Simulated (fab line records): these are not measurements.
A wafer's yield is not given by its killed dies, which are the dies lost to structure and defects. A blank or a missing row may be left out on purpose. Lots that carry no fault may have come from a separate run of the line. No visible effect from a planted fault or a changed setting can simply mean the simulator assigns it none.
fab line records	flow n5Finfet
record: lots: 7	wafers: 21	lastDay: 19
route steps=1938 shown STI_FIN_REVEAL@184 PASSIVATION@1936
lots that met no fault: taken from a fault-free run of the same line
startH: start of the lot's first displayed wafer, in hours after the record's first day	waitH: hours from the lot's prior step to this one	" as in the row above	L1.1+2: a single row standing in for several wafers	- no value, or no start given	* or withheld: withheld	< > ~ a bound
route shown NAME@n: NAME is a module with steps in the file, n the number in the route of the first one	usual: mean/standard deviation of fault-free wafers	same: alike in all rows	chamber/n: place in a boat	sites: readings site by site	_std_site: standard deviation of those values	_edge_site: inner sites' mean taken away from outer sites' mean	radiusMm: how far each site lies from the wafer's centre	mask NAME#n: copy n	behind: tool/chamber where the wafer was last shaped	hold: reason for holding the lot/hours on hold/outcome of the hold	device: whichever transistor did not switch (one of n, p or np)	end of line: the same wafers' tests at the end of the route	a step without rows: its recipe alone	killed: count of dies lost to structure and defects at first sort (not the wafer's yield)	map: per-die view of a wafer (x killed, . not killed, _ where there is no die)
set.NAME: the setting the step ran with; set.NAME@STEP: the setting that earlier step ran with	model.NAME: the simulator's own value behind a step, which no gauge read
lots at some steps of the route; a table a step, a row a wafer
services: a tool's chamber out of use, with start hour (startH, from the record's first day; less than 0 if before it), hours out, and reason
== steps ==
step: N5_STI_FIN_REVEAL_ALD_14
recipe: material: Si3N4	targetThkA: 30	tempC: 400	aldPrecursorFamily: SiH2I2	aldCoReactant: N2/H2-plasma	pressureTorr: 2
usual: heaterPowerW: 823/56
lot.wafer	tool	chamber	startH	waitH	heaterPowerW
L722.3	aldSin-01	1	28.35	0.0	740
L722.4	"	2	"	"	831
L722.5	"	1	"	"	695
L730.3	aldSin-01	2	76.51	0.0	822
L730.5	"	0	"	"	865
L730.6	"	1	"	"	720
L731.2	aldSin-03	3	85.58	0.0	830
L731.3	"	2	"	"	893
L731.6	"	2	"	"	871
L732.1	aldSin-01	3	89.54	0.0	768
L732.2	"	0	"	"	858
L732.3	"	2	"	"	830
L734.1	aldSin-03	0	102.09	0.0	782
L734.5	"	3	"	"	817
L734.6	"	2	"	"	884
L740.4	aldSin-01	1	136.06	0.0	721
L740.5	"	2	"	"	826
L740.6	"	1	"	"	719
L744.1	aldSin-01	0	160.71	0.0	891
L744.4	"	3	"	"	762
L744.6	"	0	"	"	861
step: N5_STI_FIN_REVEAL_FCVD_FILL_01
recipe: material: SiO2_flowable	targetThkA: 3120	tempC: 100	pressureTorr: 0.8	rfW: 2000	timeS: 512.2
step: N5_STI_FIN_REVEAL_DENSIFY_02
recipe: tempC: 650	ambient: steam	timeS: 1800	idleTempC: 400	densificationPH2oTorr: 640
step: N5_STI_FIN_REVEAL_CMP_04
recipe: stopOn: Si3N4	tOverpolishS: 4	downForcePsi: 2	platenRpm: 54.18	postCmpClean: alkalineBrush	padVelocityMS: 1.078	targetThkNm: 131.83
usual: motorCurrentA: 7.8/0.94	overpolishRunS: 4.000/0.0089	timeToEndpointS: 105/5
same: tOverpolishS: 4
lot.wafer	tool	chamber	startH	waitH	motorCurrentA	overpolishRunS	timeToEndpointS
L722.4	cmp-04	0	33.46	0.1	7.1	4.017	106
L722.3	"	1	"	"	7.4	3.994	104
L722.5	"	3	"	"	6.5	3.980	107
L730.3	cmp-03	1	81.56	0.0	8.5	3.995	102
L730.6	"	1	"	"	8.4	3.996	107
L730.5	"	2	"	"	7.6	4.019	96
L731.2	cmp-01	2	90.62	0.0	8.0	4.008	112
L731.3	"	3	"	"	8.1	4.011	103
L731.6	"	3	"	"	7.9	3.989	106
L732.1	cmp-04	2	94.84	0.1	9.7	4.002	99
L732.2	"	0	"	"	6.9	4.006	100
L732.3	"	1	"	"	7.6	4.006	101
L734.1	cmp-04	0	107.13	0.0	7.0	4.016	101
L734.6	"	0	"	"	6.8	4.010	101
L734.5	"	1	"	"	7.7	3.995	104
L740.4	cmp-04	2	141.10	0.0	9.5	4.008	107
L740.6	"	2	"	"	9.2	3.998	104
L740.5	"	3	"	"	6.1	3.999	110
L744.4	cmp-03	0	165.80	0.1	7.7	3.997	114
L744.1	"	1	"	"	8.2	4.014	109
L744.6	"	3	"	"	7.1	3.994	107
step: N5_STI_FIN_REVEAL_THK_MEAS_05
usual: thkNm: 132.2/1.1
lot.wafer	tool	chamber	startH	waitH	thkNm
L722.3	filmMetro-02	-	33.68	-	131.1
L722.4	"	-	"	"	132.0
L722.5	"	-	"	"	132.5
L730.3	filmMetro-01	-	81.86	-	132.6
L730.5	"	-	"	"	131.2
L730.6	"	-	"	"	133.8
L731.2	filmMetro-01	-	90.92	-	131.8
L731.3	"	-	"	"	131.2
L731.6	"	-	"	"	130.2
L732.1	filmMetro-02	-	95.14	-	133.3
L732.2	"	-	"	"	131.6
L732.3	"	-	"	"	133.1
L734.1	filmMetro-01	-	107.42	-	132.1
L734.5	"	-	"	"	132.7
L734.6	"	-	"	"	131.8
L740.4	filmMetro-01	-	141.39	-	133.0
L740.5	"	-	"	"	133.7
L740.6	"	-	"	"	132.7
L744.1	filmMetro-01	-	166.05	-	132.2
L744.4	"	-	"	"	132.0
L744.6	"	-	"	"	132.8
step: N5_STI_FIN_REVEAL_DENSIFY_30
recipe: tempC: *	timeS: *	ambient: N2	idleTempC: 600	rampUpCPerS: 150	rampDownCPerS: 60	coolToC: 600
step: N5_STI_FIN_REVEAL_ETCHBACK_08
recipe: chemistry: C4F6/O2	target: SiO2	targetDepthA: 305	timeS: 10.167	ionEnergyEv: 250	pressureMtorr: 30	sourceW: 345	biasW: 185	Ar_flow_sccm: 300	C4F6_flow_sccm: 10	O2_flow_sccm: 10
usual: drypumpMotorCurrentA: 5.54/0.27	oes_o_777_au: 0.76/0.089	oesProductAu: 0.75/0.08	rfFwdPowerW: 341.1/1.7	rfVppV: 657/10	showerheadPlenumPTorr: 2.84/0.095	throttleValvePct: 21.12/0.19
lot.wafer	tool	chamber	startH	waitH	drypumpMotorCurrentA	oes_o_777_au	oesProductAu	rfFwdPowerW	rfHoursCounterH	rfVppV	showerheadPlenumPTorr	throttleValvePct
L722.3	rieDiel-04	2	33.99	0.2	5.42	0.72	0.72	343.2	200	660	2.82	20.93
L722.4	"	1	"	"	5.94	0.76	0.75	341.7	160	665	2.75	21.13
L722.5	"	1	"	"	5.91	0.75	0.75	342.2	-	665	2.75	21.14
L730.3	rieDiel-01	1	82.10	0.1	5.65	0.71	0.72	342.4	184	673	2.71	21.03
L730.5	"	2	"	"	5.78	0.75	0.76	342.0	-	660	2.73	21.25
L730.6	"	3	"	"	5.28	0.69	0.69	340.9	-	648	2.77	21.16
L731.2	rieDiel-01	0	91.38	0.3	5.34	0.72	0.72	343.1	173	665	2.94	21.06
L731.3	"	1	"	"	5.62	0.71	0.70	337.9	189	673	2.71	21.02
L731.6	"	2	"	"	5.79	0.75	0.75	340.8	-	660	2.73	21.24
L732.1	rieDiel-03	0	95.38	0.2	5.83	0.68	0.68	343.0	244	665	2.92	20.86
L732.2	"	2	"	"	4.95	0.74	0.69	339.5	248	640	2.71	21.61
L732.3	"	3	"	"	5.44	0.94	0.90	341.5	23	637	2.88	21.00
L734.1	rieDiel-03	3	107.71	0.2	5.44	0.94	0.89	342.0	28	635	2.88	21.00
L734.5	"	1	"	"	5.86	0.71	0.69	341.2	-	656	2.96	21.49
L734.6	"	0	"	"	5.85	0.67	0.68	342.3	-	664	2.92	20.86
L740.4	rieDiel-04	0	141.66	0.1	5.55	0.73	0.72	339.3	203	649	2.83	21.11
L740.5	"	0	"	"	5.55	0.72	0.72	339.9	-	650	2.83	21.10
L740.6	"	3	"	"	5.22	0.76	0.75	341.2	-	664	2.83	20.98
L744.1	rieDiel-01	1	166.61	0.3	5.63	0.69	0.69	338.8	214	675	2.70	21.06
L744.4	"	0	"	"	5.33	0.70	0.70	342.3	197	665	2.93	21.11
L744.6	"	2	"	"	5.77	0.72	0.72	341.3	-	658	2.72	21.28
step: N5_STI_FIN_REVEAL_STRIP_24
recipe: chemistry: N2/H2	timeS: 90	powerW: 100	tempC: 40	pressureMtorr: 100	rfFrequencyHz: 6e+07	biasPowerW: 3	n2FlowSccm: 300	h2FlowSccm: 300
usual: biasPowerW: 3.000/0.0097	drypumpMotorCurrentA: 5.54/0.28	oesProductAu: 0.75/0.08	rfVppV: 45.3/0.89	showerheadPlenumPTorr: 3.37/0.11	throttleValvePct: 12.24/0.16
lot.wafer	tool	chamber	startH	waitH	biasPowerW	drypumpMotorCurrentA	oesProductAu	rfHoursCounterH	rfVppV	showerheadPlenumPTorr	throttleValvePct
L722.3	rieDiel-04	2	34.02	0.0	3.003	5.42	0.72	200	45.5	3.34	12.11
L722.4	"	1	"	"	2.988	5.92	0.75	160	44.3	3.24	12.14
L722.5	"	1	"	"	2.984	5.93	0.76	-	43.9	3.25	12.13
L730.3	rieDiel-01	1	82.13	0.0	3.000	5.65	0.71	184	45.1	3.22	12.16
L730.5	"	2	"	"	3.001	5.77	0.75	-	45.0	3.23	12.29
L730.6	"	3	"	"	2.986	5.24	0.68	-	45.6	3.31	12.41
L731.2	rieDiel-01	0	91.41	0.0	2.981	5.32	0.73	173	45.6	3.50	12.30
L731.3	"	1	"	"	2.992	5.67	0.70	189	45.0	3.22	12.19
L731.6	"	2	"	"	2.997	5.78	0.75	-	44.1	3.23	12.28
L732.1	rieDiel-03	0	95.41	0.0	2.999	5.83	0.69	244	46.1	3.47	12.20
L732.2	"	2	"	"	2.985	4.96	0.68	248	44.1	3.20	12.64
L732.3	"	3	"	"	3.017	5.46	0.91	23	44.0	3.44	12.01
L734.1	rieDiel-03	3	107.75	0.0	3.006	5.43	0.91	28	44.9	3.44	12.01
L734.5	"	1	"	"	3.003	5.86	0.69	-	45.5	3.48	12.49
L734.6	"	0	"	"	2.992	5.84	0.70	-	44.7	3.47	12.21
L740.4	rieDiel-04	0	141.69	0.0	2.995	5.53	0.73	203	45.7	3.36	12.33
L740.5	"	0	"	"	3.022	5.53	0.73	-	46.3	3.36	12.32
L740.6	"	3	"	"	3.003	5.25	0.75	-	46.8	3.39	12.33
L744.1	rieDiel-01	1	166.65	0.0	2.994	5.64	0.70	214	44.6	3.20	12.24
L744.4	"	0	"	"	3.008	5.36	0.71	197	45.9	3.49	12.33
L744.6	"	2	"	"	2.998	5.78	0.73	-	45.7	3.21	12.38
step: N5_STI_FIN_REVEAL_PRECLEAN_25
recipe: chemistry: SPM	timeS: 90	tempC: 120	mix: 4:1
step: N5_STI_FIN_REVEAL_PRECLEAN_26
recipe: chemistry: SC1	timeS: 45	tempC: 46	mix: 1:2:100
step: N5_STI_FIN_REVEAL_PRECLEAN_29
recipe: chemistry: DHF	timeS: 30	tempC: 25	dilution: 300:1
step: N5_STI_FIN_REVEAL_SRD_12
recipe: timeS: 30	tempC: 23	rinseLiquid: diw	dry: ipaMarangoni
step: N5_STI_FIN_REVEAL_RECESS_09
recipe: chemistry: HF/NH3	target: SiO2	afsCycles: 11	targetDepthA: 425	tempC: 30	sublimationTempC: 180	sublimationTimeS: 60
usual: drypumpMotorCurrentA: 5.7/0.72	forelinePTorr: 0.1280/0.00062
same: afsCycles: 11
lot.wafer	tool	chamber	startH	waitH	drypumpMotorCurrentA	forelinePTorr
L722.3	vaporEtch-01	0	35.07	0.6	6.6	0.1279
L722.4	"	1	"	"	4.9	0.1279
L722.5	"	0	"	"	6.5	0.1288
L730.3	vaporEtch-01	0	82.88	0.6	6.5	0.1283
L730.5	"	1	"	"	4.9	0.1280
L730.6	"	0	"	"	6.5	0.1289
L731.2	vaporEtch-01	1	91.63	0.0	4.9	0.1272
L731.3	"	0	"	"	6.5	0.1283
L731.6	"	1	"	"	4.9	0.1281
L732.1	vaporEtch-01	1	95.63	0.0	4.9	0.1289
L732.2	"	0	"	"	6.6	0.1281
L732.3	"	1	"	"	5.0	0.1279
L734.1	vaporEtch-01	1	107.96	0.0	4.9	0.1276
L734.5	"	1	109.02	1.1	4.9	0.1282
L734.6	"	0	"	"	6.5	0.1273
L740.4	vaporEtch-02	0	142.44	0.6	5.1	0.1280
L740.5	"	1	"	"	6.0	0.1285
L740.6	"	0	"	"	5.1	0.1273
L744.1	vaporEtch-01	0	166.87	0.0	6.5	0.1288
L744.4	"	1	"	"	5.0	0.1283
L744.6	"	1	"	"	4.9	0.1284
step: N5_STI_FIN_REVEAL_STRIP_16
recipe: chemistry: H3PO4	material: SiNx	tempC: 165	targetDepthA: 238	overetchFraction: 0.4964	dry: ipaMarangoni
step: N5_STI_FIN_REVEAL_PRECLEAN_17
recipe: chemistry: NF3:NH3	afsCycles: 1	tempC: 30	timeS: 20	sublimationTempC: 180	sublimationTimeS: 60	pressureTorr: 3	rfPowerW: 30
step: N5_STI_FIN_REVEAL_ETCH_34
recipe: chemistry: H2	mode: isotropic	material: Si	target: Si	targetDepthA: 9.7	tempC: 20	pressureMtorr: 4.5	icpW: 300	biasW: 0	h2FlowSccm: 7.5	heFlowSccm: 142.5
usual: drypumpMotorCurrentA: 5.5/0.44	oesProductAu: 1.008/0.0098	rfFwdPowerW: 296.9/1.3	throttleValvePct: 25.5/0.53
lot.wafer	tool	chamber	startH	waitH	drypumpMotorCurrentA	oesProductAu	rfFwdPowerW	rfHoursCounterH	throttleValvePct
L722.3	rieSi-06	2	36.64	0.1	5.1	0.998	296.6	11	25.4
L722.4	"	2	"	"	5.1	1.005	296.3	-	25.4
L722.5	"	0	"	"	5.4	1.005	295.5	-	25.8
L730.3	rieSi-06	1	84.44	0.1	5.3	1.012	297.2	131	26.4
L730.5	"	1	"	"	5.3	1.010	296.6	-	26.3
L730.6	"	3	"	"	5.3	0.995	296.6	-	26.5
L731.2	rieSi-06	3	93.74	0.1	5.3	1.006	296.5	104	26.5
L731.3	"	2	"	"	5.0	1.006	296.8	12	25.4
L731.6	"	1	"	"	5.3	1.017	296.3	-	26.3
L732.1	rieSi-06	3	97.72	0.2	5.3	1.003	296.4	105	26.5
L732.2	"	1	"	"	5.3	1.006	298.3	132	26.3
L732.3	"	2	"	"	5.0	1.000	297.5	12	25.4
L734.1	rieSi-05	1	110.08	0.2	5.9	0.986	298.6	9	25.2
L734.5	"	1	"	"	5.8	0.989	297.7	-	25.2
L734.6	"	2	"	"	6.3	0.991	297.2	-	25.7
L740.4	rieSi-02	0	144.00	0.1	5.2	0.997	293.3	24	25.1
L740.5	"	2	"	"	5.9	1.005	294.2	-	25.1
L740.6	"	1	"	"	5.5	1.014	297.0	-	25.7
L744.1	rieSi-02	2	168.99	0.2	5.9	1.006	296.0	23	25.1
L744.4	"	3	"	"	5.4	1.011	298.1	25	25.5
L744.6	"	1	"	"	5.5	1.023	297.4	-	25.7
step: N5_STI_FIN_REVEAL_OXIDATION_31
recipe: chemistry: O2_PLASMA_REMOTE	tempC: 150	timeS: 20	pressureMtorr: 1000	sourcePowerW: 2000	o2FlowSccm: 3000
step: N5_STI_FIN_REVEAL_PRECLEAN_32
recipe: chemistry: NF3:NH3	afsCycles: 1	tempC: 30	timeS: 20	sublimationTempC: 180	sublimationTimeS: 60	pressureTorr: 3	rfPowerW: 30
step: N5_STI_FIN_REVEAL_STRIP_35
recipe: chemistry: H3PO4	material: Si3N4	tempC: 165	targetDepthA: 40	timeS: 39
step: N5_STI_FIN_REVEAL_SRD_21
recipe: dry: ipaMarangoni	timeS: 30	tempC: 23	rinseLiquid: diw
step: N5_STI_FIN_REVEAL_OXIDATION_33
recipe: chemistry: O2_PLASMA_REMOTE	tempC: 150	timeS: 20	pressureMtorr: 1000	sourcePowerW: 2000	o2FlowSccm: 3000
step: N5_STI_FIN_REVEAL_CLEAN_19
recipe: chemistry: O3/DIW	tempC: 25	timeS: 120	o3Ppm: 10
step: N5_STI_FIN_REVEAL_SRD_23
recipe: dry: ipaMarangoni	timeS: 30	tempC: 23	rinseLiquid: diw
step: N5_STI_FIN_REVEAL_CD_MEAS_22
recipe: targetCdNm: 6.238	pitchNm: 28	polarity: line
usual: cdNm: 6.36/0.28
lot.wafer	tool	chamber	startH	waitH	cdNm
L722.3	cdSem-02	-	37.22	0.0	6.21
L722.4	"	-	"	"	6.51
L722.5	"	-	"	"	6.07
L730.3	cdSem-01	-	85.03	0.0	6.57
L730.5	"	-	"	"	6.45
L730.6	"	-	"	"	6.02
L731.2	cdSem-01	-	94.32	0.0	6.03
L731.3	"	-	"	"	6.66
L731.6	"	-	"	"	6.15
L732.1	cdSem-01	-	98.29	0.0	6.27
L732.2	"	-	"	"	6.18
L732.3	"	-	"	"	6.52
L734.1	cdSem-01	-	110.65	0.0	6.53
L734.5	"	-	"	"	6.83
L734.6	"	-	"	"	6.67
L740.4	cdSem-03	-	144.58	0.0	6.68
L740.5	"	-	"	"	6.82
L740.6	"	-	"	"	6.35
L744.1	cdSem-03	-	169.71	0.0	6.50
L744.4	"	-	"	"	6.17
L744.6	"	-	"	"	6.49
step: N5_STI_FIN_REVEAL_FIN_H_MEAS_10
usual: trenchDepthNm: 51.7/0.9
lot.wafer	tool	chamber	startH	waitH	trenchDepthNm
L722.3	ocd-01	-	37.25	0.0	50.7
L722.4	"	-	"	"	51.0
L722.5	"	-	"	"	51.9
L730.3	ocd-01	-	85.06	0.0	51.1
L730.5	"	-	"	"	50.9
L730.6	"	-	"	"	51.4
L731.2	ocd-01	-	94.35	0.0	42.5
L731.3	"	-	"	"	51.5
L731.6	"	-	"	"	42.9
L732.1	ocd-02	-	98.32	0.0	50.6
L732.2	"	-	"	"	43.0
L732.3	"	-	"	"	53.1
L734.1	ocd-02	-	110.68	0.0	51.8
L734.5	"	-	"	"	51.5
L734.6	"	-	"	"	40.4
L740.4	ocd-02	-	144.61	0.0	51.3
L740.5	"	-	"	"	50.7
L740.6	"	-	"	"	51.5
L744.1	ocd-01	-	169.74	0.0	51.2
L744.4	"	-	"	"	50.0
L744.6	"	-	"	"	51.1
step: N5_STI_FIN_REVEAL_PRECLEAN_18
recipe: chemistry: SC2	timeS: 45	tempC: 35	mix: 1:1:50
step: N5_PASSIVATION_PROBE_49
usual: killed_at_M0_to_M3: 33/11	killed_at_M4_up: 15/6.2	killedAtContacts: 13/6.5	killedAtFrontEnd: 38/11	killedAtOther: 3.4/2.6	killedDies: 102/17	killedOpen: 67/12	killedShort: 34/7.9
same: grossDies: 1180	killedAtBackSide: 0
lot.wafer	tool	chamber	startH	waitH	killed_at_M0_to_M3	killed_at_M4_up	killedAtContacts	killedAtFrontEnd	killedAtOther	killedDies	killedOpen	killedShort
L722.3	prober-01	-	273.76	0.1	15	9	15	35	5	79	55	24
L722.4	prober-01	-	273.81	0.2	25	14	30	29	2	100	62	37
L722.5	prober-01	-	273.86	0.2	41	12	18	36	0	107	61	46
L730.3	prober-02	-	340.47	0.1	32	9	10	59	7	117	59	49
L730.5	prober-02	-	340.57	0.2	38	14	12	31	6	101	59	38
L730.6	prober-02	-	340.62	0.3	50	18	10	32	5	115	82	29
L731.2	prober-02	-	340.72	0.4	49	6	11	51	1	118	76	38
L731.3	prober-02	-	340.77	0.4	52	13	1	56	2	124	78	44
L731.6	prober-02	-	340.92	0.6	57	8	4	40	5	114	69	43
L732.1	prober-02	-	351.36	0.0	45	20	16	34	1	116	79	37
L732.2	prober-02	-	351.41	0.1	31	17	5	37	1	91	56	34
L732.3	prober-02	-	351.46	0.1	27	13	10	34	0	84	55	29
L734.1	prober-02	-	363.66	0.0	30	11	8	42	1	92	61	31
L734.5	prober-02	-	363.86	0.2	39	13	4	48	2	106	64	41
L734.6	prober-02	-	363.91	0.3	35	11	3	29	2	80	53	25
L740.4	prober-02	-	420.28	0.2	32	15	17	35	4	103	59	42
L740.5	prober-02	-	420.33	0.2	21	15	13	28	3	80	54	26
L740.6	prober-02	-	420.38	0.3	28	18	21	40	2	109	67	38
killed by level:class
L722.3 MOL_CONTACT_COAG:geometricParticle:open=11 FIN_SAQP:geometricParticle:short=8 DUMMY_GATE:geometricParticle:open=6 FIN_SAQP:geometricParticle:open=5 STI_FIN_REVEAL:geometricParticle:open=5 MOL_CONTACT_COAG:geometricParticle:short=4 BEOL_M0_SAQP:geometricParticle:open=4 MIM_TOP_ETCH:geometricParticle:open=4
L722.4 MOL_CONTACT_COAG:geometricParticle:open=15 MOL_CONTACT_COAG:geometricParticle:short=15 BEOL_M2:geometricParticle:open=10 BEOL_M3:geometricParticle:open=6 FIN_SAQP:geometricParticle:short=5 DUMMY_GATE:geometricParticle:open=5 BEOL_M5:geometricParticle:open=4 STI_FIN_REVEAL:geometricParticle:open=4
L722.5 MOL_CONTACT_COAG:geometricParticle:open=11 BEOL_M0_SAQP:geometricParticle:short=10 BEOL_M0_SAQP:geometricParticle:open=8 GATE_CUT:geometricParticle:open=7 MOL_CONTACT_COAG:geometricParticle:short=7 BEOL_M1:geometricParticle:open=6 DUMMY_GATE:geometricParticle:open=5 GATE_CUT:geometricParticle:short=5
L730.3 FIN_SAQP:geometricParticle:short=22 BEOL_M3:geometricParticle:open=8 HKMG_FIN:areaEtch=7 FIN_SAQP:geometricParticle:open=6 MOL_CONTACT_COAG:geometricParticle:open=6 BEOL_M0_SAQP:geometricParticle:short=6 BEOL_M0_SAQP:geometricParticle:open=5 BEOL_M2:geometricParticle:open=5
L730.5 BEOL_M0_SAQP:geometricParticle:open=13 FIN_SAQP:geometricParticle:short=12 BEOL_M0_SAQP:geometricParticle:short=12 MOL_CONTACT_COAG:geometricParticle:open=11 BEOL_M4:geometricParticle:open=8 FIN_SAQP:geometricParticle:open=6 BEOL_M1:geometricParticle:open=4 BEOL_M3:geometricParticle:open=4
L730.6 BEOL_M3:geometricParticle:open=16 FIN_SAQP:geometricParticle:open=14 BEOL_M0_SAQP:geometricParticle:short=9 MOL_CONTACT_COAG:geometricParticle:open=9 BEOL_M0_SAQP:geometricParticle:open=8 BEOL_M4:geometricParticle:open=7 STI_FIN_REVEAL:geometricParticle:open=6 BEOL_M0:geometricParticle:open=6
L731.2 FIN_SAQP:geometricParticle:short=14 BEOL_M0_SAQP:geometricParticle:open=13 BEOL_M1:geometricParticle:open=11 BEOL_M0_SAQP:geometricParticle:short=10 MOL_CONTACT_COAG:geometricParticle:open=9 FIN_SAQP:geometricParticle:open=8 BEOL_M3:geometricParticle:open=7 STI_FIN_REVEAL:geometricParticle:open=5
L731.3 BEOL_M3:geometricParticle:open=14 FIN_SAQP:geometricParticle:short=12 FIN_SAQP:geometricParticle:open=12 GATE_CUT:geometricParticle:short=9 BEOL_M0_SAQP:geometricParticle:short=9 BEOL_M1:geometricParticle:open=9 STI_FIN_REVEAL:geometricParticle:open=8 BEOL_M0_SAQP:geometricParticle:open=7
L731.6 BEOL_M0_SAQP:geometricParticle:short=20 BEOL_M0_SAQP:geometricParticle:open=15 FIN_SAQP:geometricParticle:short=10 FIN_SAQP:geometricParticle:open=10 BEOL_M3:geometricParticle:open=10 BEOL_M1:geometricParticle:open=8 STI_FIN_REVEAL:geometricParticle:open=7 MOL_CONTACT_COAG:geometricParticle:open=4
L732.1 MOL_CONTACT_COAG:geometricParticle:open=16 BEOL_M0_SAQP:geometricParticle:short=14 BEOL_M4:geometricParticle:open=12 BEOL_M0_SAQP:geometricParticle:open=11 BEOL_M3:geometricParticle:open=8 FIN_SAQP:geometricParticle:open=6 STI_FIN_REVEAL:geometricParticle:open=6 ILD0:geometricParticle:short=6
L732.2 FIN_SAQP:geometricParticle:open=12 BEOL_M0_SAQP:geometricParticle:short=10 FIN_SAQP:geometricParticle:short=8 BEOL_M0_SAQP:geometricParticle:open=8 BEOL_M4:geometricParticle:open=7 BEOL_M3:geometricParticle:open=6 ILD0:geometricParticle:open=4 MOL_CONTACT_COAG:geometricParticle:open=4
L732.3 BEOL_M0_SAQP:geometricParticle:short=10 BEOL_M4:geometricParticle:open=9 MOL_CONTACT_COAG:geometricParticle:open=8 STI_FIN_REVEAL:geometricParticle:open=7 BEOL_M3:geometricParticle:open=6 FIN_SAQP:geometricParticle:open=5 ILD0:geometricParticle:open=5 FIN_SAQP:geometricParticle:short=4
L734.1 FIN_SAQP:geometricParticle:open=9 STI_FIN_REVEAL:geometricParticle:open=7 GATE_CUT:geometricParticle:short=7 BEOL_M1:geometricParticle:open=7 BEOL_M2:geometricParticle:open=7 FIN_SAQP:geometricParticle:short=5 MOL_CONTACT_COAG:geometricParticle:short=5 BEOL_M0_SAQP:geometricParticle:short=5
L734.5 FIN_SAQP:geometricParticle:open=13 BEOL_M0_SAQP:geometricParticle:open=13 FIN_SAQP:geometricParticle:short=10 BEOL_M0_SAQP:geometricParticle:short=9 GATE_CUT:geometricParticle:short=7 BEOL_M1:geometricParticle:open=6 BEOL_M4:geometricParticle:open=6 GATE_CUT:geometricParticle:open=5
L734.6 BEOL_M1:geometricParticle:open=10 FIN_SAQP:geometricParticle:open=8 BEOL_M2:geometricParticle:open=5 STI_FIN_REVEAL:geometricParticle:open=4 GATE_CUT:geometricParticle:short=4 BEOL_M0_SAQP:geometricParticle:open=4 BEOL_M0_SAQP:geometricParticle:short=4 BEOL_M3:geometricParticle:open=4
L740.4 MOL_CONTACT_COAG:geometricParticle:open=16 FIN_SAQP:geometricParticle:short=13 FIN_SAQP:geometricParticle:open=10 BEOL_M3:geometricParticle:short=8 BEOL_M0_SAQP:geometricParticle:open=4 BEOL_M0_SAQP:geometricParticle:short=4 BEOL_M2:geometricParticle:open=4 BEOL_M4:geometricParticle:open=4
L740.5 MOL_CONTACT_COAG:geometricParticle:open=13 BEOL_M4:geometricParticle:open=8 FIN_SAQP:geometricParticle:short=6 STI_FIN_REVEAL:geometricParticle:open=6 BEOL_M0_SAQP:geometricParticle:short=4 STARTING-WAFER:geometricParticle:short=4 FIN_SAQP:geometricParticle:open=3 STI_FIN_REVEAL:geometricParticle:short=3
L740.6 MOL_CONTACT_COAG:geometricParticle:open=18 FIN_SAQP:geometricParticle:short=13 BEOL_M0_SAQP:geometricParticle:short=8 FIN_SAQP:geometricParticle:open=7 BEOL_M4:geometricParticle:open=7 BEOL_M5:geometricParticle:open=6 BEOL_M0_SAQP:geometricParticle:open=5 STI_FIN_REVEAL:geometricParticle:open=4
== services ==
tool	chamber	startH	hours	kind
aldSin-01	0	9.78	5.2	repair
cmp-04	-	16.03	0.9	repair
rieDiel-03	0	17.95	3.1	repair
rieSi-02	-	17.97	0.2	repair
aldSin-01	0	19.00	9.4	repair
rieSi-02	-	19.08	2.8	pm
rieSi-06	2	20.00	4.4	repair
cmp-03	-	24.60	2.1	repair
rieDiel-04	3	31.04	2.3	repair
cmp-03	-	32.72	1.2	repair
rieDiel-01	-	37.50	1.2	repair
cmp-03	-	39.57	1.3	repair
rieDiel-04	-	48.86	2.8	pm
rieDiel-04	0	55.90	3.5	repair
rieDiel-01	-	59.04	2.4	repair
rieDiel-01	3	71.90	8.0	repair
rieSi-06	0	82.82	81.4	repair
rieDiel-01	1	97.91	3.7	repair
aldSin-01	-	121.04	14.6	pm
rieDiel-01	0	130.07	9.3	repair
rieDiel-01	-	130.59	0.9	repair
rieDiel-03	-	149.57	2.8	pm
cmp-04	-	160.49	4.0	pm
rieDiel-04	0	165.31	3.0	repair
== key ==
firstSign: step: N5_STI_FIN_REVEAL_FIN_H_MEAS_10	reading: trenchDepthNm	direction: down	sigmas: 11	usual: 51.7	struck: 42.2
effect none on later readings
metAt N5_STI_FIN_REVEAL_RECESS_09
struckWafers L731.2,L731.6,L732.2,L734.6
testerLeftOut L731,L732,L734
onsetBetween 82.88 91.63
fault: kind: processParameterDrift	tool: vaporEtch-01	chamber: -	onsetH: 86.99	steps: N5_STI_FIN_REVEAL_RECESS_09	channel: targetDepthA	offset: -90.071	shape: step	endH: 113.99	scope: struckWafersOnly	actsIn: theseRecipesOnly	stated: 425
testerLeftOut: of these lots the tester's yield and bins aren't shown, on N5 and GAA mostly nor the transistor test; their killed dies are dies lost to structure and defects alone, not to doping, threshold or leakage, so they don't give the yield
